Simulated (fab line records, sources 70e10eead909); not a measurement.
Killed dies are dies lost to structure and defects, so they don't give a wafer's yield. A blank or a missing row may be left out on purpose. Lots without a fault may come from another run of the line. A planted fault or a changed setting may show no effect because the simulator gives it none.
fab line records | flow nand_harc | part 2 of 2: steps 22 to 32 of 32
record lots=5 wafers=15 last_day=27
route steps=1302 shown P_M1@294 P_M2@318
lots that met no fault: from a run of the same line without faults
start_h: hours from the record's first day to the start of the lot's first wafer shown | wait_h: hours since the lot's step before | " the same as in the row above | L1.1+2: a row that stands for several wafers | - no value, or no start given | * or withheld: withheld | < > ~ a bound
route shown NAME@n: a module of which the file shows steps, and the number in the route of the first | usual: mean/standard deviation of fault-free wafers | same: alike in all rows | chamber/n: place in a boat | sites: the reading at each site | _std_site: their standard deviation | _edge_site: outer sites' mean less inner sites' | radius_mm: how far each site lies from the wafer's centre | mask NAME#n: copy n | behind: the tool/chamber that last shaped the wafer | hold: why the lot was held/for how many hours/how that ended | device: the transistor (n, p or np) that didn't switch | end of line: the same wafers' tests at the end of the route | a step without rows: its recipe alone | killed: dies lost to structure and defects at the first sort, not the wafer's yield | map: a wafer's dies, x killed, . not, _ none there
set.NAME: the setting as run; set.NAME@STEP: as run at that earlier step | model.NAME: the simulator's own value behind a step, which no gauge read
lots at some steps of the route; a table a step, a row a wafer
services: from which hour (start_h, from the record's first day; less than 0 if before it) a tool's chamber was out of use, for how many hours, and why
## steps
# step NHARC_P_M1_PRE_CLEAN_32
# recipe time_s=12 temp_c=370 rf_power_w=300 gas=NH3
# usual heater_power_w=654/97 susceptor_temp_C=369.98/0.2
# columns lot.wafer tool chamber start_h wait_h heater_power_w susceptor_temp_C
L075.3 pecvd-02 1 145.08 0.1 749 370.11
L075.1 " 2 " " 580 369.80
L075.4 " 2 " " 573 370.00
L078.2 pecvd-01 1 169.26 0.1 619 370.03
L078.3 " 2 " " 640 369.90
L078.5 " 2 " " 630 369.76
L079.2 pecvd-03 2 179.83 0.1 791 369.98
L079.6 " 1 " " 582 369.77
L079.4 " 2 " " 774 369.75
L081.2 pecvd-03 2 202.84 0.1 753 370.33
L081.5 " 2 " " 793 370.30
L081.4 " 1 " " 579 370.03
L083.1 pecvd-01 0 217.28 0.1 496 370.23
L083.3 " 0 " " 512 369.63
L083.6 " 0 " " 510 369.92
# step NHARC_P_M1_DEP_33
# recipe target_thk_a=300 temp_c=370 target_thk_nm=30 pressure_torr=3 flow_sccm=200 rf_w=450 material=SiCN
# usual heater_power_w=600/94 susceptor_temp_C=369.98/0.2
# columns lot.wafer tool chamber start_h wait_h heater_power_w susceptor_temp_C
L075.3 pecvd-02 1 145.16 0.1 686 370.11
L075.1 " 2 " " 512 370.07
L075.4 " 2 " " 512 370.28
L078.2 pecvd-01 1 169.37 0.1 545 369.58
L078.3 " 2 " " 531 369.98
L078.5 " 2 " " 544 369.88
L079.2 pecvd-03 2 179.93 0.1 760 370.04
L079.6 " 1 " " 549 370.06
L079.4 " 2 " " 744 370.18
L081.2 pecvd-03 2 202.92 0.1 773 369.98
L081.5 " 2 " " 761 370.16
L081.4 " 1 " " 598 370.34
L083.1 pecvd-01 0 217.40 0.1 563 369.81
L083.3 " 0 " " 561 370.03
L083.6 " 0 " " 448 370.13
# step NHARC_P_M2_DEP_00
# recipe target_thk_a=1825 target_thk_nm=182.5 temp_c=withheld pressure_torr=5 flow_sccm=200 rf_w=600 material=SiOC
# columns lot.wafer tool chamber start_h wait_h
L075.1+3+4 pecvd-03 1,2,1 145.57 -
L078.2+3+5 pecvd-02 2,1,1 169.74 -
L079.2+6+4 pecvd-03 1,2,0 - -
L081.2+5+4 pecvd-01 0,2,1 203.38 -
L083.1+3+6 pecvd-03 2,0,0 217.94 0.5
# step NHARC_P_M2_DEHYDRATE_01
# recipe temp_c=150 time_s=120
# usual exhaust_pa=44.7/0.75
# columns lot.wafer tool chamber start_h wait_h exhaust_pa
L075.1 litho_track-06 0 145.98 - 46.0
L075.3 " 0 " " 44.7
L075.4 " 0 " " 45.3
L078.2 litho_track-04 0 170.14 - 44.3
L078.3 " 0 " " 43.0
L078.5 " 0 " " 43.7
L079.2 litho_track-01 0 180.69 - 46.1
L079.4 " 0 " " 45.1
L079.6 " 0 " " 44.1
L081.2 litho_track-06 0 203.74 - 45.3
L081.4 " 0 " " 45.4
L081.5 " 0 " " 44.5
L083.1 litho_track-01 0 218.35 - 45.3
L083.3 " 0 " " 44.6
L083.6 " 0 " " 45.6
# step NHARC_P_M2_HMDS_02
# recipe time_s=30
# usual exhaust_pa=44.9/0.97
# columns lot.wafer tool chamber start_h wait_h exhaust_pa
L075.1 litho_track-06 0 - - 45.1
L075.3 " 0 " " 46.3
L075.4 " 0 " " 45.4
L078.2 litho_track-04 0 - - 43.8
L078.3 " 0 " " 45.4
L078.5 " 0 " " 45.1
L079.2 litho_track-01 0 - - 42.8
L079.4 " 0 " " 42.7
L079.6 " 0 " " 44.1
L081.2 litho_track-06 0 - - 43.5
L081.4 " 0 " " 44.4
L081.5 " 0 " " 45.5
L083.1 litho_track-01 0 - - 45.6
L083.3 " 0 " " 45.3
L083.6 " 0 " " 44.8
# step NHARC_P_M2_COAT_34
# recipe temp_c=200 time_s=65
# usual exhaust_pa=44.8/0.86
# columns lot.wafer tool chamber start_h wait_h exhaust_pa
L075.1 litho_track-06 0 - - 43.5
L075.3 " 0 " " 43.6
L075.4 " 0 " " 43.4
L078.2 litho_track-04 0 - - 43.8
L078.3 " 0 " " 43.5
L078.5 " 0 " " 45.1
L079.2 litho_track-01 0 - - 44.2
L079.4 " 0 " " 45.2
L079.6 " 0 " " 45.8
L081.2 litho_track-06 0 - - 43.3
L081.4 " 0 " " 43.4
L081.5 " 0 " " 43.6
L083.1 litho_track-01 0 - - 44.0
L083.3 " 0 " " 44.3
L083.6 " 0 " " 43.9
# step NHARC_P_M2_COAT_03
# recipe spin_rpm=1500 resist_thk_nm=90
# usual exhaust_pa=45.1/0.9
# columns lot.wafer tool chamber start_h wait_h exhaust_pa
L075.1 litho_track-06 0 - - 44.8
L075.3 " 0 " " 44.7
L075.4 " 0 " " 45.1
L078.2 litho_track-04 0 - - 43.7
L078.3 " 0 " " 44.1
L078.5 " 0 " " 44.8
L079.2 litho_track-01 0 - - 44.9
L079.4 " 0 " " 45.5
L079.6 " 0 " " 45.9
L081.2 litho_track-06 0 - - 44.8
L081.4 " 0 " " 42.8
L081.5 " 0 " " 45.9
L083.1 litho_track-01 0 - - 45.7
L083.3 " 0 " " 44.8
L083.6 " 0 " " 46.2
# step NHARC_P_M2_SOFTBAKE_04
# recipe temp_c=105 time_s=55
# usual exhaust_pa=45.1/0.98
# columns lot.wafer tool chamber start_h wait_h exhaust_pa
L075.1 litho_track-06 0 - - 44.6
L075.3 " 0 " " 44.8
L075.4 " 0 " " 45.7
L078.2 litho_track-04 0 - - 44.7
L078.3 " 0 " " 43.6
L078.5 " 0 " " 43.3
L079.2 litho_track-01 0 - - 45.7
L079.4 " 0 " " 46.5
L079.6 " 0 " " 45.0
L081.2 litho_track-06 0 - - 45.4
L081.4 " 0 " " 45.0
L081.5 " 0 " " 44.3
L083.1 litho_track-01 0 - - 46.0
L083.3 " 0 " " 43.8
L083.6 " 0 " " 45.3
# step NHARC_P_M2_EBR_05
# usual exhaust_pa=45.0/0.9
# columns lot.wafer tool chamber start_h wait_h exhaust_pa
L075.1 litho_track-06 0 - - 44.5
L075.3 " 0 " " 45.7
L075.4 " 0 " " 44.2
L078.2 litho_track-04 0 - - 44.2
L078.3 " 0 " " 45.5
L078.5 " 0 " " 46.7
L079.2 litho_track-01 0 - - 45.4
L079.4 " 0 " " 44.7
L079.6 " 0 " " 44.4
L081.2 litho_track-06 0 - - 46.0
L081.4 " 0 " " 45.4
L081.5 " 0 " " 44.6
L083.1 litho_track-01 0 - - 45.5
L083.3 " 0 " " 45.5
L083.6 " 0 " " 44.1
# step NHARC_P_M2_EXPOSE_06
# recipe na=1.35 target_cd_nm=170 dose_mj=80.78 mask_id=P_M2
# usual focus_offset_nm=0.1/0.55 stage_vel_mm_s=499.99/0.25
# columns lot.wafer tool chamber start_h wait_h mask focus_offset_nm stage_vel_mm_s
L075.1 arfi_scanner-01 0 146.27 - P_M2#0 0.4 499.73
L075.3 " 0 " " P_M2#0 0.2 500.25
L075.4 " 0 " " P_M2#0 0.8 500.03
L078.2 arfi_scanner-03 0 170.31 - P_M2#0 -0.5 500.06
L078.3 " 0 " " P_M2#0 0.1 499.84
L078.5 " 0 " " P_M2#0 0.2 499.94
L079.2 arfi_scanner-02 0 180.98 - P_M2#0 -0.7 500.16
L079.4 " 0 " " P_M2#0 -0.6 500.20
L079.6 " 0 " " P_M2#0 -0.6 500.01
L081.2 arfi_scanner-02 0 203.91 - P_M2#0 -0.7 500.15
L081.4 " 0 " " P_M2#0 -0.7 500.21
L081.5 " 0 " " P_M2#0 -0.2 500.12
L083.1 arfi_scanner-03 0 218.51 - P_M2#0 0.1 500.28
L083.3 " 0 " " P_M2#0 -0.7 499.90
L083.6 " 0 " " P_M2#0 0.0 500.04
# step NHARC_P_M2_PEB_07
# recipe peb_temp_c=100 peb_time_s=65
# usual exhaust_pa=44.8/0.84
# columns lot.wafer tool chamber start_h wait_h exhaust_pa
L075.1 litho_track-01 0 146.33 0.1 43.9
L075.3 " 0 " " 43.7
L075.4 " 0 " " 44.4
L078.2 litho_track-06 0 170.36 0.1 44.3
L078.3 " 0 " " 44.7
L078.5 " 0 " " 43.1
L079.2 litho_track-04 0 181.04 0.1 43.6
L079.4 " 0 " " 44.4
L079.6 " 0 " " 46.4
L081.2 litho_track-01 0 203.96 0.1 44.1
L081.4 " 0 " " 43.6
L081.5 " 0 " " 44.3
L083.1 litho_track-06 0 218.57 0.1 44.9
L083.3 " 0 " " 45.2
L083.6 " 0 " " 46.7
## services
# columns tool chamber start_h hours kind
wet_bench-08 - 118.40 8.0 pm
pecvd-01 - 130.23 13.0 pm
rie_diel-04 1 134.80 3.5 repair
wet_bench-10 - 135.20 8.0 pm
pecvd-01 1 143.45 5.6 repair
litho_track-01 - 155.00 7.0 pm
ecd_cu-01 - 160.17 8.0 pm
pvd_sputter-03 - 170.00 10.0 pm
ecd_cu-01 - 172.98 0.3 repair
litho_track-06 - 179.00 7.0 pm
rie_diel-04 - 180.56 9.0 pm
rie_diel-01 - 181.60 2.8 repair
wet_bench-10 - 184.46 4.0 repair
pecvd-03 - 185.11 13.0 pm
rie_diel-01 3 186.98 3.7 repair
pecvd-01 - 187.88 0.6 repair
litho_track-04 - 203.00 7.0 pm
rie_diel-01 - 203.82 9.0 pm
wet_bench-10 - 205.60 1.3 repair
pvd_sputter-01 - 211.88 1.0 repair
rie_diel-02 - 212.02 0.8 repair
pecvd-01 1 212.20 16.5 repair
pvd_sputter-01 - 214.40 1.0 repair
rie_diel-02 - 216.70 9.0 pm
